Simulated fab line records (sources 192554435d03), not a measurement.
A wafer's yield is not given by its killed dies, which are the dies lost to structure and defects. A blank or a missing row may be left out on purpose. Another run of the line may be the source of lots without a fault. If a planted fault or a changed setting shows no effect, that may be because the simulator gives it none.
A lot that was struck, set against a sound lot ; flow n5 finfet ; 41 out of 1938 route steps
Sound: the wafers L985.3, L985.5, L985.6. Struck: wafer L970.4 (L970.1, L970.2, from the same lot, were not struck and are left out); the cause is given at the end.
Each step with rows lists, per side, the tool, then ch with its chambers, then its first start. Under that, the readings that differ: sound wafers ; struck wafers ; difference of the means ; sigmas: that difference in standard deviations of wafers without a fault.
alike: readings with means less than 2 such deviations apart, plus words and numbers identical on both sides. not compared: withheld readings, readings lacking a value on some wafer, bounds such as >300 that could conceal the same value, and numbers that have no deviation in the record and whose values overlap.
A row with sigmas, a row that says differs or no value, or rows on one side alone: a step with any of these is where the two part. Numbers that don't overlap but have no deviation are shown without sigmas and don't part them. Lack of a reading on every wafer of one side parts them only where that side has two or more wafers.

first, 12 steps without rows for these wafers: N5_BEOL_M0_SAQP_DESCUM_19 (chemistry O2, time 7.9 s); N5_BEOL_M0_SAQP_ETCH_83 (etches SiARC in CF4, target depth 39 nm, time 65 s); N5_BEOL_M0_SAQP_ETCH_84 (etches SOC in N2/H2, target depth 100 nm, overetch 20 nm, time 150 s); N5_BEOL_M0_SAQP_STRIP_80 (strips in N2/H2); N5_BEOL_M0_SAQP_HM_OPEN_112 (chemistry CHF3/O2, target SiO2, stops on a-Si, target depth 12 nm, time 13.5 s); N5_BEOL_M0_SAQP_STRIP_113 (strips in CHF3/O2); N5_BEOL_M0_SAQP_MANDREL_ETCH_20 (etches a-Si in HBr/Cl2, stops on SiNx, target depth 60 nm, bt time 10 s, time 30 s); N5_BEOL_M0_SAQP_STRIP_86 (strips in N2/H2); N5_BEOL_M0_SAQP_STRIP_115 (strips in post etch residue remover, time 60 s); N5_BEOL_M0_SAQP_SRD_93 (time 30 s); N5_BEOL_M0_SAQP_RECESS_114 (chemistry HF/NH3, target SiO2, target depth 14.4 nm, afs cycles 3, sublimation time 60 s); N5_BEOL_M0_SAQP_SPACER1_ALD_98 (deposits SiO2, target thk 12.8 nm, pulse time 1 s, purge time 2 s).
N5_BEOL_M0_SAQP_SPACER1_ETCHBACK_99: etches SiO2 in CHF3/O2, target depth 15.4 nm, time 7.7 s.
  sound on rie diel-03 ch 1,2,3, day 13 01:56; struck on rie diel-03 ch 0, day 6 23:16
  alike: drypump motor current A, oes product au, rf vpp V, showerhead plenum p Torr, throttle valve pct
  not compared: rf hours counter h
then, 22 steps without rows for these wafers: N5_BEOL_M0_SAQP_MANDREL1_REMOVE_100 (chemistry HBr/Cl2/O2, target a-Si, stops on SiNx, bt time 10 s); N5_BEOL_M0_SAQP_ETCH_101 (etches SiNx in CH3F/O2, target depth 29.9 nm, time 42.7 s); N5_BEOL_M0_SAQP_ETCH_102 (etches SiO2 in CF4, target depth 4 nm, time 4.4 s); N5_BEOL_M0_SAQP_MANDREL_ETCH_103 (etches a-Si in HBr/Cl2, stops on SiCN, target depth 45 nm, bt time 10 s, time 27 s); N5_BEOL_M0_SAQP_RECESS_104 (chemistry HF/NH3, target SiO2, target depth 18 nm, afs cycles 3, sublimation time 60 s); N5_BEOL_M0_SAQP_COAT_105 (time 60 s, resist thk 100 nm); N5_BEOL_M0_SAQP_ETCH_106 (etches SOC in N2/H2, stops on SiNx, target depth 150 nm); N5_BEOL_M0_SAQP_ETCH_107 (etches SiNx in CH3F/O2, target depth 30 nm); N5_BEOL_M0_SAQP_STRIP_108 (strips in N2/H2); N5_BEOL_M0_SAQP_RECESS_109 (chemistry HF/NH3, target SiO2, target depth 3 nm, afs cycles 1, sublimation time 60 s); N5_BEOL_M0_SAQP_SPACER2_ALD_26 (deposits SiO2, target thk 15 nm, pulse time 1 s, purge time 2 s); N5_BEOL_M0_SAQP_SPACER2_ETCHBACK_27 (etches SiO2 in CHF3/O2, target depth 22.5 nm, time 11.25 s); N5_BEOL_M0_SAQP_MANDREL2_REMOVE_110 (chemistry HBr/Cl2/O2, target a-Si, stops on SiCN, bt time 10 s); N5_BEOL_M0_SAQP_COAT_69 (time 60 s, resist thk 90 nm); N5_BEOL_M0_SAQP_COAT_72 (time 60 s, resist thk 15 nm); N5_BEOL_M0_SAQP_COAT_87 (time 60 s, resist thk 5 nm); N5_BEOL_M0_SAQP_COAT_34 (resist thk 30 nm); N5_BEOL_M0_SAQP_EBR_36; N5_BEOL_M0_SAQP_SOFTBAKE_35 (time 60 s); N5_BEOL_M0_SAQP_EXPOSE_37 (exposes mask M0 CUT1, target cd 30 nm); N5_BEOL_M0_SAQP_PEB_38 (peb time 60 s); N5_BEOL_M0_SAQP_DEVELOP_39 (develop time 30 s).
N5_BEOL_M0_SAQP_INSPECT_42: inspects for defects (brightfield).
  struck on defect inspect-01, day 7 02:46; sound on defect inspect-02, day 13 05:59
reading;sound;struck;difference;sigmas
raw defect count;191 323 198;794;+557;+7
then, 2 steps without rows for these wafers: N5_BEOL_M0_SAQP_DESCUM_45 (chemistry O2, time 7 s); N5_BEOL_M0_SAQP_ETCH_88 (etches underlayer in N2/H2, target depth 6.5 nm, time 5.2 s).
N5_BEOL_M0_CUTY_INSPECT_59: inspects for defects (macro).
  struck on defect inspect-02, day 7 04:37; sound on defect inspect-01, day 13 07:34
reading;sound;struck;difference;sigmas
raw defect count;1 1 2;>300;differs;
-- record jumps: 5 days separate the struck wafers' starts on either side; left off in module BEOL_M0_CUTY, taken up again in module BEOL_M4, whose first shown step is the route's number 1111 --
N5_BEOL_M4_RC_MEAS_101:
  sound on prober-02 ch 0, day 16 01:50; struck on prober-01 ch 0, day 11 17:00
  alike: DIBL_N, DIBL_P, IOFF_N, IOFF_P, ION_N, ION_P, SS_N, SS_P, VT_N, VT_P
-- record jumps: 4 days separate the struck wafers' starts on either side; left off in module BEOL_M4, taken up again in module PASSIVATION, whose first shown step is the route's number 1936 --
N5_PASSIVATION_PROBE_49:
  rows exist in the record for the struck wafers here (prober-02, day 16 04:55), but not for the sound ones

== WHERE THEY PART ==
At N5_BEOL_M0_SAQP_INSPECT_42 first; at N5_PASSIVATION_PROBE_49 last (within this record only).

WHY: what the simulator had put in
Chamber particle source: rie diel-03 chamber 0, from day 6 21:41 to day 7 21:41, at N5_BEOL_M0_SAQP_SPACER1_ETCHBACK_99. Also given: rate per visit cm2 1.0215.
